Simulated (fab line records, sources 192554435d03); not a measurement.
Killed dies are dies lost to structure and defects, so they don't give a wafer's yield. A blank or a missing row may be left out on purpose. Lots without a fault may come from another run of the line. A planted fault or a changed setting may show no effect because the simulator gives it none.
fab line records | flow n5_finfet
record lots=11 wafers=33 last_day=18
route steps=1938 shown PMOS_HMC_CHANNEL_EPI@69 MIM_BOT@1832 MIM_BOT_LITHO@1865 PASSIVATION@1936
lots that met no fault: from a run of the same line without faults
start_h: hours from the record's first day to the start of the lot's first wafer shown | wait_h: hours since the lot's step before | " the same as in the row above | L1.1+2: a row that stands for several wafers | - no value, or no start given | * or withheld: withheld | < > ~ a bound
route shown NAME@n: a module of which the file shows steps, and the number in the route of the first | usual: mean/standard deviation of fault-free wafers | same: alike in all rows | chamber/n: place in a boat | sites: the reading at each site | _std_site: their standard deviation | _edge_site: outer sites' mean less inner sites' | radius_mm: how far each site lies from the wafer's centre | mask NAME#n: copy n | behind: the tool/chamber that last shaped the wafer | hold: why the lot was held/for how many hours/how that ended | device: the transistor (n, p or np) that didn't switch | end of line: the same wafers' tests at the end of the route | a step without rows: its recipe alone | killed: dies lost to structure and defects at the first sort, not the wafer's yield | map: a wafer's dies, x killed, . not, _ none there
set.NAME: the setting as run; set.NAME@STEP: as run at that earlier step | model.NAME: the simulator's own value behind a step, which no gauge read
steps of the route over a sample of lots; a table a step, a row a wafer
services: from which hour (start_h, from the record's first day; less than 0 if before it) a tool's chamber was out of use, for how many hours, and why
## steps
# step N5_PMOS_HMC_CHANNEL_EPI_ETCH_32
# recipe chemistry=N2/H2 target=BARC stop_on=SiO2 target_depth_a=858 over_etch_frac=0.3 time_s=50.3 ion_energy_ev=200 mask_material=CAR-ArF-block pressure_mtorr=30 source_w=840 bias_w=150 n2_flow_sccm=200 h2_flow_sccm=200
# usual drypump_motor_current_A=5.9/0.47 oes_product_au=0.67/0.053 rf_vpp_V=524.6/2.8 showerhead_plenum_p_Torr=2.57/0.1 throttle_valve_pct=17.82/0.25
# same over_etch_frac=0.3
# columns lot.wafer tool chamber start_h wait_h drypump_motor_current_A oes_product_au rf_hours_counter_h rf_vpp_V showerhead_plenum_p_Torr throttle_valve_pct
L223.3 rie_diel-06 2 17.46 0.0 6.3 0.65 149 524.3 2.53 17.67
L223.4 " 3 " " 6.3 0.73 41 524.2 2.60 17.94
L223.5 " 1 " " 5.8 0.58 - 525.3 2.62 18.13
L225.1 rie_diel-01 1 29.48 0.0 6.3 0.70 108 525.4 2.67 17.31
L225.4 " 3 " " 5.7 0.65 152 528.6 2.65 17.81
L225.6 " 3 " " 5.7 0.64 - 528.1 2.65 17.83
L226.3 rie_diel-01 2 35.55 0.0 6.5 0.66 132 521.4 2.45 17.65
L226.5 " 0 " " 5.5 0.76 - 527.8 2.71 17.83
L226.6 " 1 " " 6.3 0.70 - 528.3 2.66 17.29
L228.3 rie_diel-01 2 47.28 0.0 6.4 0.65 135 523.1 2.45 17.66
L228.4 " 0 " " 5.5 0.75 31 528.9 2.71 17.82
L228.6 " 1 " " 6.3 0.69 - 526.4 2.66 17.31
L229.3 rie_diel-06 3 53.24 0.0 6.3 0.72 51 525.3 2.60 17.94
L229.4 " 0 " " 4.9 0.61 210 520.3 2.40 18.27
L229.5 " 3 " " 6.3 0.72 - 525.1 2.60 17.95
L231.2 rie_diel-05 2 65.25 0.0 5.6 0.60 202 525.0 2.62 18.02
L231.3 " 0 " " 5.5 0.67 100 522.2 2.45 18.05
L231.6 " 3 " " 5.8 0.65 - 526.3 2.65 18.00
L233.1 rie_diel-01 1 77.78 0.0 6.3 0.69 120 527.8 2.66 17.31
L233.3 " 3 " " 5.7 0.64 166 527.6 2.64 17.85
L233.4 " 2 " " 6.4 0.65 142 522.2 2.45 17.66
L234.1 rie_diel-01 2 83.72 0.0 6.4 0.65 145 521.4 2.45 17.66
L234.4 " 3 " " 5.7 0.64 169 526.1 2.64 17.85
L234.6 " 0 " " 5.5 0.75 - 528.0 2.70 17.85
L235.1 rie_diel-01 0 89.56 0.0 5.4 0.74 42 527.8 2.70 17.83
L235.3 " 1 " " 6.3 0.68 124 527.4 2.66 17.32
L235.5 " 3 " " 5.7 0.64 - 526.3 2.64 17.85
L237.1 rie_diel-01 3 102.21 0.0 5.8 0.63 174 525.6 2.64 17.85
L237.3 " 0 " " 5.5 0.73 47 529.7 2.70 17.87
L237.4 " 1 " " 6.3 0.69 128 526.9 2.66 17.35
L245.1 rie_diel-06 3 150.43 0.0 6.3 0.69 78 523.7 2.59 18.00
L245.3 " 2 " " 6.3 0.62 191 523.7 2.51 17.73
L245.5 " 3 " " 6.3 0.70 - 524.6 2.59 18.02
# step N5_MIM_BOT_DEGAS_01
# recipe ambient=vacuum temp_c=300 time_s=60
# usual heater_power_w=464/33
# columns lot.wafer tool chamber start_h wait_h heater_power_w
L223.3 pvd_sputter-01 - 261.26 1.5 463
L223.4 " - " " 397
L223.5 " - " " 414
L225.1 pvd_sputter-03 - 274.19 0.1 447
L225.4 " - " " 496
L225.6 " - " " 450
L229.3 pvd_sputter-03 - 298.32 2.1 457
L229.4 " - " " 496
L229.5 " - " " 443
L228.3 pvd_sputter-03 - 301.54 0.3 454
L228.4 " - " " 502
L228.6 " - " " 446
L226.3 pvd_sputter-01 - 309.41 0.9 407
L226.5 " - " " 393
L226.6 " - " " 507
L231.2 pvd_sputter-03 - 310.28 0.5 483
L231.3 " - " " 456
L231.6 " - " " 503
L233.1 pvd_sputter-03 - 327.47 0.2 440
L233.3 " - " " 443
L233.4 " - " " 504
L234.1 pvd_sputter-03 - 339.69 0.1 456
L234.4 " - " " 492
L234.6 " - " " 498
L235.1 pvd_sputter-03 - 341.75 1.1 439
L235.3 " - " " 496
L235.5 " - " " 497
L237.1 pvd_sputter-02 - 349.49 0.9 483
L237.3 " - " " 477
L237.4 " - " " 422
L245.1 pvd_sputter-03 - 408.64 1.1 491
L245.3 " - " " 454
L245.5 " - " " 478
# step N5_MIM_BOT_SPUTTER_00
# recipe material=TiN target_thk_a=350 temp_c=200 power_w=3000 chamber_pressure_pa=0.49996 gas=Ar reactive_partial_pa=0.37997 time_s=89.7
# usual throttle_valve_pct=29.8/1.1
# columns lot.wafer tool chamber start_h wait_h throttle_valve_pct
L223.3 pvd_sputter-01 - 261.30 0.0 30.2
L223.4 " - " " 30.2
L223.5 " - " " 30.0
L225.1 pvd_sputter-03 - 274.23 0.0 29.3
L225.4 " - " " 31.2
L225.6 " - " " 29.3
L229.3 pvd_sputter-03 - 298.36 0.0 29.1
L229.4 " - " " 28.5
L229.5 " - " " 29.3
L228.3 pvd_sputter-03 - 301.58 0.0 29.3
L228.4 " - " " 28.3
L228.6 " - " " 28.9
L226.3 pvd_sputter-01 - 309.45 0.0 30.2
L226.5 " - " " 28.3
L226.6 " - " " 31.3
L231.2 pvd_sputter-03 - 310.32 0.0 31.0
L231.3 " - " " 29.5
L231.6 " - " " 28.7
L233.1 pvd_sputter-03 - 327.51 0.0 28.9
L233.3 " - " " 29.3
L233.4 " - " " 31.1
L234.1 pvd_sputter-03 - 339.73 0.0 29.2
L234.4 " - " " 30.9
L234.6 " - " " 31.0
L235.1 pvd_sputter-03 - 341.79 0.0 28.9
L235.3 " - " " 31.0
L235.5 " - " " 30.9
L237.1 pvd_sputter-02 - 349.53 0.0 30.1
L237.3 " - " " 29.3
L237.4 " - " " 30.6
L245.1 pvd_sputter-03 - 408.68 0.0 30.7
L245.3 " - " " 29.4
L245.5 " - " " 31.2
# step N5_MIM_BOT_LITHO_DESCUM_10
# recipe chemistry=O2 time_s=7.9 source_power_w=50 bias_power_w=20 pressure_mtorr=20 rf_frequency_hz=2.712e+07 temp_c=40 o2_flow_sccm=225
# usual drypump_motor_current_A=5.8/0.47 oes_product_au=0.83/0.081 rf_vpp_V=243.7/1.4 showerhead_plenum_p_Torr=2.13/0.069 throttle_valve_pct=20.30/0.18
# columns lot.wafer tool chamber start_h wait_h drypump_motor_current_A oes_product_au rf_hours_counter_h rf_vpp_V showerhead_plenum_p_Torr throttle_valve_pct
L223.3 rie_diel-04 2 263.93 0.0 5.6 0.97 4 245.1 2.22 20.16
L223.4 " 1 " " 6.3 0.92 24 241.5 2.06 20.16
L223.5 " 2 " " 5.6 0.99 - 247.3 2.22 20.17
L225.1 rie_diel-03 2 277.80 0.0 5.5 0.76 136 242.8 2.09 20.25
L225.4 " 3 " " 5.7 0.89 31 244.8 2.22 20.31
L225.6 " 0 " " 5.6 0.70 - 243.8 2.06 20.26
L229.3 rie_diel-02 2 300.94 0.0 5.2 0.94 13 244.3 2.15 20.52
L229.4 " 3 " " 5.6 0.70 - 242.7 2.07 20.46
L229.5 " 2 " " 5.2 0.96 - 243.6 2.15 20.55
L228.3 rie_diel-04 3 303.98 0.0 6.4 0.82 84 243.8 2.12 20.54
L228.4 " 0 " " 6.7 0.86 45 244.0 2.22 20.50
L228.6 " 2 " " 5.6 0.93 - 244.8 2.22 20.18
L226.3 rie_diel-03 3 311.77 0.0 5.7 0.88 42 246.6 2.22 20.32
L226.5 " 3 " " 5.7 0.88 - 245.5 2.22 20.32
L226.6 " 2 " " 5.4 0.75 - 243.8 2.09 20.25
L231.2 rie_diel-04 2 313.12 0.0 5.6 0.91 20 245.2 2.22 20.18
L231.3 " 1 " " 6.3 0.89 40 241.6 2.05 20.19
L231.6 " 2 " " 5.6 0.92 - 243.6 2.22 20.20
L233.1 rie_diel-02 3 331.02 0.4 5.6 0.68 235 241.1 2.06 20.49
L233.3 " 0 " " 5.3 0.95 4 245.1 2.25 20.06
L233.4 " 2 " " 5.2 0.92 26 245.2 2.15 20.56
L234.1 rie_diel-04 1 343.22 0.1 6.3 0.87 51 244.0 2.05 20.22
L234.4 " 1 " " 6.3 0.88 - 242.3 2.05 20.21
L234.6 " 0 " " 6.7 0.84 - 244.9 2.22 20.52
L235.1 rie_diel-03 2 343.79 0.0 5.4 0.75 155 243.3 2.08 20.28
L235.3 " 0 " " 5.6 0.69 245 243.1 2.05 20.30
L235.5 " 0 " " 5.6 0.69 - 242.0 2.05 20.31
L237.1 rie_diel-02 2 354.20 1.1 5.2 0.89 34 243.7 2.15 20.57
L237.3 " 3 " " 5.6 0.68 244 243.3 2.06 20.49
L237.4 " 0 " " 5.3 0.94 12 245.2 2.25 20.10
L245.1 rie_diel-03 0 411.28 0.0 5.6 0.90 15 242.9 2.04 19.87
L245.3 " 1 " " 5.3 0.76 158 243.5 2.09 20.34
L245.5 " 3 " " 5.7 0.82 - 244.6 2.21 20.39
# step N5_PASSIVATION_PROBE_49
# usual killed_at_M0_to_M3=37/12 killed_at_M4_up=14/5.3 killed_at_contacts=12/6.2 killed_at_front_end=41/11 killed_at_other=3.7/2.9 killed_dies=107/17 killed_open=71/12 killed_short=34/7.9
# same gross_dies=1180 killed_at_back_side=0
# columns lot.wafer tool chamber start_h wait_h killed_at_M0_to_M3 killed_at_M4_up killed_at_contacts killed_at_front_end killed_at_other killed_dies killed_open killed_short
L235.1 prober-01 - 353.36 0.0 36 20 1 24 0 81 58 23
L235.3 prober-01 - 353.46 0.1 49 26 6 31 6 118 85 32
L235.5 prober-01 - 353.56 0.2 35 19 3 179 1 237 81 21
L237.1 prober-02 - 366.66 0.0 51 10 12 169 2 244 75 29
L237.3 prober-02 - 366.76 0.1 49 16 8 27 2 102 69 33
L237.4 prober-02 - 366.81 0.2 61 19 7 16 0 103 77 26
# killed by level:class
L235.1 BEOL_M1:geometric_particle:open=15 BEOL_M4:geometric_particle:open=14 BEOL_M3:geometric_particle:open=8 FIN_SAQP:geometric_particle:open=6 GATE_CUT:geometric_particle:short=6 BEOL_M2:geometric_particle:open=5 BEOL_M4:geometric_particle:short=4 FIN_SAQP:geometric_particle:short=2
L235.3 BEOL_M1:geometric_particle:open=17 BEOL_M4:geometric_particle:open=17 FIN_SAQP:geometric_particle:open=12 BEOL_M2:geometric_particle:open=10 FIN_SAQP:geometric_particle:short=7 BEOL_M0_SAQP:geometric_particle:short=6 MOL_CONTACT_COAG:geometric_particle:open=5 PAD_METAL:geometric_particle:open=5
L235.5 PMOS_HMC_CHANNEL_EPI:unspecified=135 FIN_SAQP:geometric_particle:open=24 BEOL_M4:geometric_particle:open=13 BEOL_M1:geometric_particle:open=12 BEOL_M0_SAQP:geometric_particle:short=5 BEOL_M0:geometric_particle:open=5 STI_FIN_REVEAL:geometric_particle:open=4 BEOL_M2:geometric_particle:open=4
L237.1 PMOS_HMC_CHANNEL_EPI:unspecified=140 MOL_CONTACT_COAG:geometric_particle:open=12 BEOL_M0:geometric_particle:open=12 BEOL_M0_SAQP:geometric_particle:short=9 BEOL_M2:geometric_particle:open=7 BEOL_M1:geometric_particle:open=7 FIN_SAQP:geometric_particle:open=5 GATE_CUT:geometric_particle:short=5
L237.3 BEOL_M2:geometric_particle:open=11 BEOL_M4:geometric_particle:open=9 BEOL_M0:geometric_particle:open=7 STI_FIN_REVEAL:geometric_particle:open=6 GATE_CUT:geometric_particle:open=6 BEOL_M0_SAQP:geometric_particle:short=6 MOL_CONTACT_COAG:geometric_particle:open=5 BEOL_M1:geometric_particle:short=5
L237.4 BEOL_M1:geometric_particle:open=14 BEOL_M0_SAQP:geometric_particle:open=13 BEOL_M2:geometric_particle:open=10 MOL_CONTACT_COAG:geometric_particle:open=7 BEOL_M0:geometric_particle:open=6 BEOL_M4:geometric_particle:open=6 BEOL_M3:geometric_particle:open=5 BEOL_M6:geometric_particle:open=4
## services
# columns tool chamber start_h hours kind
rie_diel-03 2 -3.19 6.2 repair
rie_diel-04 3 0.80 1.8 repair
rie_diel-06 3 29.32 3.4 repair
rie_diel-06 3 35.01 4.2 repair
rie_diel-02 - 35.30 0.6 repair
rie_diel-04 0 42.81 21.2 repair
rie_diel-03 0 64.56 13.4 repair
pvd_sputter-01 - 86.52 4.8 repair
pvd_sputter-01 - 137.17 2.2 repair
rie_diel-03 3 189.80 9.6 repair
rie_diel-01 - 211.73 3.2 repair
rie_diel-03 - 219.02 2.8 pm
pvd_sputter-01 - 231.67 2.2 repair
pvd_sputter-01 - 236.50 2.7 repair
rie_diel-01 - 243.61 0.2 repair
rie_diel-03 0 259.75 6.6 repair
rie_diel-03 0 310.73 1.4 repair
rie_diel-03 2 316.71 5.3 repair
rie_diel-01 - 336.07 0.2 repair
pvd_sputter-01 - 339.12 1.2 repair
rie_diel-04 3 341.69 14.3 repair
rie_diel-04 1 345.68 5.8 repair
rie_diel-04 - 346.66 14.6 pm
rie_diel-01 0 347.03 9.4 repair
## key
first_sign step=N5_PASSIVATION_PROBE_49 reading=killed_at_front_end direction=up sigmas=12 usual=41 struck=174
effect step=N5_PASSIVATION_PROBE_49 reading=killed_dies direction=up sigmas=7.8 usual=107 struck=240
more_kills_born_at N5_PMOS_HMC_CHANNEL_EPI_ETCH_32@rie_diel-01=275
met_at N5_PMOS_HMC_CHANNEL_EPI_ETCH_32
struck_lots L235,L237
struck_wafers L235.5,L237.1
tester_left_out L235,L237
not_acting_at N5_MIM_BOT_DEGAS_01,N5_MIM_BOT_SPUTTER_00,N5_MIM_BOT_LITHO_DESCUM_10
onset_between 83.72 89.56
fault kind=chamber_particle_source tool=rie_diel-01 chamber=3 onset_h=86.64 steps=N5_PMOS_HMC_CHANNEL_EPI_ETCH_32 rate_per_visit_cm2=1.3618 end_h=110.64
# tester_left_out: of these lots the tester's yield and bins aren't shown, on N5 and GAA mostly nor the transistor test; their killed dies are dies lost to structure and defects alone, not to doping, threshold or leakage, so they don't give the yield
